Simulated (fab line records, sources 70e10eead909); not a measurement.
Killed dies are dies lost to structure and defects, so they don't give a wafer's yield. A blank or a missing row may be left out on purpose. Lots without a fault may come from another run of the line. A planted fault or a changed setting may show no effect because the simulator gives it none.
Which tool did it? | flow nand_harc | 12 lots, 36 wafers sampled, at 5 steps of a route of 1159

WHAT THE GAUGES READ, wafer by wafer
NHARC_END_SORT_01. Usual: defect_limited_yield 95.4 %, standard deviation 1.8; killed_at_array 27, standard deviation 11; killed_at_other 0.7, standard deviation 1.1; killed_at_periphery 3.4, standard deviation 2.1; killed_dies 31, standard deviation 12; killed_open 3.6, standard deviation 2; killed_short 2.0, standard deviation 1.3; sort_bin_2_pct 1.5 %, standard deviation 0.71; sort_bin_3_pct 0.25 %, standard deviation 0.22; sort_bin_4_pct 2.9 %, standard deviation 1.2; sort_n_pass 646, standard deviation 12; sort_rim_yield_pct 95.0 %, standard deviation 2.5; sort_yield_pct 95.4 %, standard deviation 1.8.
lot  | measured     | on        | defect_limited_yield (%) | killed_at_array | killed_at_other | killed_at_periphery | killed_dies | killed_open | killed_short | sort_bin_2_pct (%) | sort_bin_3_pct (%) | sort_bin_4_pct (%) | sort_n_pass | sort_rim_yield_pct (%) | sort_yield_pct (%) | flag
L502 | day 19 18:46 | prober-02 | 96.2 94.2 93.5           | 21 36 38        | 0 0 0           | 5 3 6               | 26 39 44    | 0 3 6       | 3 3 2        | 0.9 1.5 2.4        | 0.74 0.30 0        | 2.2 4.0 4.1        | 651 638 633 | 95.3 94.3 91.5         | 96.2 94.2 93.5     |
L511 | day 21 18:22 | prober-02 | 96.8 96.9 97.9           | 19 19 11        | 0 0 0           | 3 2 3               | 22 21 14    | 4 8 1       | 2 3 3        | 1.3 0.6 1.0        | 0.15 0.15 0        | 1.8 2.4 1.0        | 655 656 663 | 97.2 93.4 93.4         | 96.8 96.9 97.9     |
L512 | day 21 18:23 | prober-01 | 93.6 93.8 94.8           | 39 36 34        | 1 0 0           | 3 6 1               | 43 42 35    | 1 6 3       | 2 3 2        | 1.3 1.9 1.5        | 0.59 0.30 0.30     | 4.4 4.0 3.4        | 634 635 642 | 96.2 95.3 99.1         | 93.6 93.8 94.8     |
L513 | day 22 14:36 | prober-02 | 92.0 91.4 90.8           | 50 55 56        | 1 1 0           | 3 2 6               | 54 58 62    | 7 4 3       | 1 1 1        | 3.7 2.8 1.9        | 0 0 0.44           | 4.3 5.8 6.8        | 623 619 615 | 95.3 93.4 92.5         | 92.0 91.4 90.8     |
L514 | day 22 03:00 | prober-01 | 94.1 93.4 93.9           | 36 38 36        | 0 0 0           | 4 7 5               | 40 45 41    | 6 2 6       | 4 4 0        | 1.8 1.6 1.5        | 0.15 0.74 0.15     | 4.0 4.3 4.4        | 637 632 636 | 96.2 96.2 95.3         | 94.1 93.4 93.9     |
L521 | day 23 19:14 | prober-01 | 84.6 97.6 96.2           | 15 15 20        | 0 0 1           | 89 1 5              | 104 16 26   | 1 2 3       | 1 2 2        | 5.9 0.7 1.9        | 3.55 0 0.15        | 5.9 1.6 1.8        | 573 661 651 | 95.3 95.3 95.3         | 84.6 97.6 96.2     | OFF
L523 | day 25 12:18 | prober-01 | 82.4 95.3 95.0           | 29 26 30        | 4 4 2           | 86 2 2              | 119 32 34   | 4 6 5       | 1 1 1        | 7.4 1.6 1.2        | 3.84 0.15 0.15     | 6.4 3.0 3.7        | 558 645 643 | 87.7 91.5 93.4         | 82.4 95.3 95.0     | OFF

WHICH TOOL RAN EACH LOT (tool, then ch and the chambers of the sampled wafers, then the start)
lot  | NHARC_P_M2_PRE_CLEAN_32         | NHARC_THIN_TSV_ETCH_44             | NHARC_THIN_TSV_DEP_47           | NHARC_THIN_TSV_CMP_21
L501 | pecvd-01 ch 1,2, day 6 10:33    | rie_diel-10 ch 0,3, day 18 13:16   | pecvd-02 ch 0,1, day 18 14:52   | cmp-01 ch 0,3, day 18 17:26
L502 | pecvd-04 ch 0,2, day 6 21:44    | rie_diel-10 ch 0,3, day 19 04:05   | pecvd-01 ch 0,1,2, day 19 05:38 | cmp-02 ch 1,2, day 19 08:07
L506 | pecvd-01 ch 1,2, day 7 09:58    | rie_diel-10 ch 2,3, day 19 07:59   | pecvd-04 ch 0,1,2, day 19 09:35 | cmp-04 ch 0,3, day 19 12:28
L508 | pecvd-03 ch 0,1,2, day 7 18:31  | rie_diel-06 ch 0,1, day 19 23:22   | pecvd-01 ch 0,1, day 20 01:05   | cmp-01 ch 0,1,2, day 20 03:41
L509 | pecvd-03 ch 0,1,2, day 8 07:31  | rie_diel-10 ch 0,1,3, day 20 13:50 | pecvd-01 ch 0,1,2, day 20 15:25 | cmp-04 ch 0,1,3, day 20 17:52
L510 | pecvd-03 ch 0,1,2, day 8 08:32  | rie_diel-06 ch 0,2,3, day 20 12:27 | pecvd-04 ch 0,1,2, day 20 13:55 | cmp-04 ch 1,3, day 20 16:23
L511 | pecvd-01 ch 0,1,2, day 8 23:13  | rie_diel-10 ch 1,2,3, day 21 03:54 | pecvd-04 ch 1,2, day 21 05:32   | cmp-02 ch 0,2,3, day 21 07:59
L512 | pecvd-04 ch 1,2, day 9 00:13    | rie_diel-13 ch 1,2, day 21 05:08   | pecvd-01 ch 1,2, day 21 06:46   | cmp-01 ch 0,1,3, day 21 09:19
L513 | pecvd-03 ch 1,2, day 9 13:16    | rie_diel-06 ch 0,1,2, day 21 22:22 | pecvd-02 ch 0,1, day 21 23:57   | cmp-04 ch 0,1,3, day 22 02:31
L514 | pecvd-03 ch 0,1,2, day 9 14:04  | rie_diel-13 ch 0,2,3, day 21 11:53 | pecvd-04 ch 0,2, day 21 13:44   | cmp-01 ch 1,2,3, day 21 16:12
L521 | pecvd-03 ch 0,1,2, day 10 23:13 | rie_diel-06 ch 2,3, day 23 03:34   | pecvd-02 ch 0,2, day 23 05:18   | cmp-02 ch 0,1,3, day 23 07:51
L523 | pecvd-03 ch 0,2, day 12 00:53   | rie_diel-13 ch 0,1, day 24 16:32   | pecvd-01 ch 0,2, day 24 18:09   | cmp-04 ch 1,2, day 24 20:41
- NHARC_P_M2_PRE_CLEAN_32: time 12 s.
- NHARC_THIN_TSV_ETCH_44: etches the open film in CF4/O2, target depth 1594.2 nm, time 797.1 s.
- NHARC_THIN_TSV_DEP_47: deposits SiO2, target thk 200 nm.
- NHARC_THIN_TSV_CMP_21: polishes, t overpolish 30 s, target thk 2000 nm.

WHAT THE TOOLS THEMSELVES READ (means of the sampled wafers that have a number; where no wafer has one, the mark that the record gives instead)
NHARC_P_M2_PRE_CLEAN_32. Usual: heater_power_w 622 W, standard deviation 71; susceptor_temp_C 369.99 C, standard deviation 0.22.
lot  | tool     | heater_power_w (W) | susceptor_temp_C (C) | flag
L501 | pecvd-01 | 596                | 370.00               |
L502 | pecvd-04 | 741                | 370.10               |
L506 | pecvd-01 | 642                | 369.80               |
L508 | pecvd-03 | 576                | 370.01               |
L509 | pecvd-03 | 538                | 369.95               |
L510 | pecvd-03 | 553                | 370.15               |
L511 | pecvd-01 | 629                | 369.93               |
L512 | pecvd-04 | 660                | 370.01               |
L513 | pecvd-03 | 566                | 369.86               |
L514 | pecvd-03 | 546                | 370.02               |
L521 | pecvd-03 | 575                | 369.93               |
L523 | pecvd-03 | 551                | 370.24               |

NHARC_THIN_TSV_ETCH_44. Usual: drypump_motor_current_A 5.7 A, standard deviation 0.47; oes_product_au 1.001 a.u., standard deviation 0.0088; rf_vpp_V 795 V, standard deviation 4.5; showerhead_plenum_p_Torr 1.84 Torr, standard deviation 0.073; throttle_valve_pct 16.914 %, standard deviation 0.0095.
lot  | tool        | drypump_motor_current_A (A) | oes_product_au (a.u.) | rf_vpp_V (V) | showerhead_plenum_p_Torr (Torr) | throttle_valve_pct (%) | flag
L501 | rie_diel-10 | 6.2                         | 1.002                 | 796          | 1.86                            | 16.922                 |
L502 | rie_diel-10 | 5.8                         | 1.011                 | 792          | 1.80                            | 16.910                 |
L506 | rie_diel-10 | 5.6                         | 1.007                 | 795          | 1.85                            | 16.910                 |
L508 | rie_diel-06 | 5.7                         | 0.996                 | 796          | 1.86                            | 16.923                 |
L509 | rie_diel-10 | 5.7                         | 1.005                 | 792          | 1.81                            | 16.908                 |
L510 | rie_diel-06 | 6.1                         | 0.995                 | 794          | 1.82                            | 16.920                 |
L511 | rie_diel-10 | 5.4                         | 1.004                 | 793          | 1.80                            | 16.922                 |
L512 | rie_diel-13 | 5.2                         | 0.999                 | 791          | 1.78                            | 16.900                 |
L513 | rie_diel-06 | 5.8                         | 1.009                 | 797          | 1.89                            | 16.910                 |
L514 | rie_diel-13 | 5.5                         | 1.000                 | 796          | 1.84                            | 16.919                 |
L521 | rie_diel-06 | 6.3                         | 1.014                 | 795          | 1.85                            | 16.916                 |
L523 | rie_diel-13 | 5.8                         | 0.991                 | 795          | 1.85                            | 16.919                 |

NHARC_THIN_TSV_DEP_47. Usual: flow_sccm 2649 sccm, standard deviation 7.6; throttle_valve_pct 15.9 %, standard deviation 0.68.
lot  | tool     | flow_sccm (sccm) | throttle_valve_pct (%) | flag
L501 | pecvd-02 | 2650             | 16.5                   |
L502 | pecvd-01 | 2652             | 15.3                   |
L506 | pecvd-04 | 2646             | 16.2                   |
L508 | pecvd-01 | 2644             | 14.9                   |
L509 | pecvd-01 | 2649             | 15.4                   |
L510 | pecvd-04 | 2650             | 16.1                   |
L511 | pecvd-04 | 2645             | 16.2                   |
L512 | pecvd-01 | 2647             | 15.9                   |
L513 | pecvd-02 | 2649             | 16.2                   |
L514 | pecvd-04 | 2656             | 15.9                   |
L521 | pecvd-02 | 2652             | 16.3                   |
L523 | pecvd-01 | 2646             | 15.3                   |

NHARC_THIN_TSV_CMP_21. Usual: motor_current_A 11.7 A, standard deviation 1.3; overpolish_run_s 29.999 s, standard deviation 0.0087; slurry_filter_dp_kPa 13.48 kPa, standard deviation 0.14.
lot  | tool   | motor_current_A (A) | overpolish_run_s (s) | slurry_filter_dp_kPa (kPa) | flag
L501 | cmp-01 | 12.4                | 29.990               | 13.49                      |
L502 | cmp-02 | 12.4                | 29.990               | 13.46                      |
L506 | cmp-04 | 12.4                | 29.995               | 13.53                      |
L508 | cmp-01 | 12.1                | 29.992               | 13.52                      |
L509 | cmp-04 | 10.8                | 30.002               | 13.50                      |
L510 | cmp-04 | 10.8                | 29.998               | 13.55                      |
L511 | cmp-02 | 12.0                | 30.000               | 13.52                      |
L512 | cmp-01 | 12.5                | 29.999               | 13.46                      |
L513 | cmp-04 | 10.8                | 30.000               | 13.32                      |
L514 | cmp-01 | 11.3                | 29.997               | 13.46                      |
L521 | cmp-02 | 11.4                | 30.004               | 13.36                      |
L523 | cmp-04 | 11.1                | 30.004               | 13.50                      |

THE ANSWER, worked out from the rows above alone
Rule: a lot is off if the mean of its wafers that have a number lies more than 3 standard deviations from the usual mean. A lot without any number at a reading at which 4 lots or more have one is off too. The other lots that the step has rows for count as sound. The gauges are gone through in route order, then the tools' own readings, and for those a lot's mean is taken as printed above. The first step at which some lot is off is used, and at that step the reading that is off furthest; a lot without a number counts as furthest.
Off: L521, L523, at NHARC_END_SORT_01 (killed_at_periphery). Neither off nor sound, because the step has no rows for them: L501, L506, L508, L509, L510.
A tool fits if, at a process step before that reading, it ran every lot that is off, and no sound lot after the first of them. The gauges at NHARC_END_SORT_01 are tried like those tools. Can't be told from this: 2 tools fit, pecvd-03 at NHARC_P_M2_PRE_CLEAN_32, prober-01 at NHARC_END_SORT_01.

WHAT THE SIMULATOR HAD PUT IN
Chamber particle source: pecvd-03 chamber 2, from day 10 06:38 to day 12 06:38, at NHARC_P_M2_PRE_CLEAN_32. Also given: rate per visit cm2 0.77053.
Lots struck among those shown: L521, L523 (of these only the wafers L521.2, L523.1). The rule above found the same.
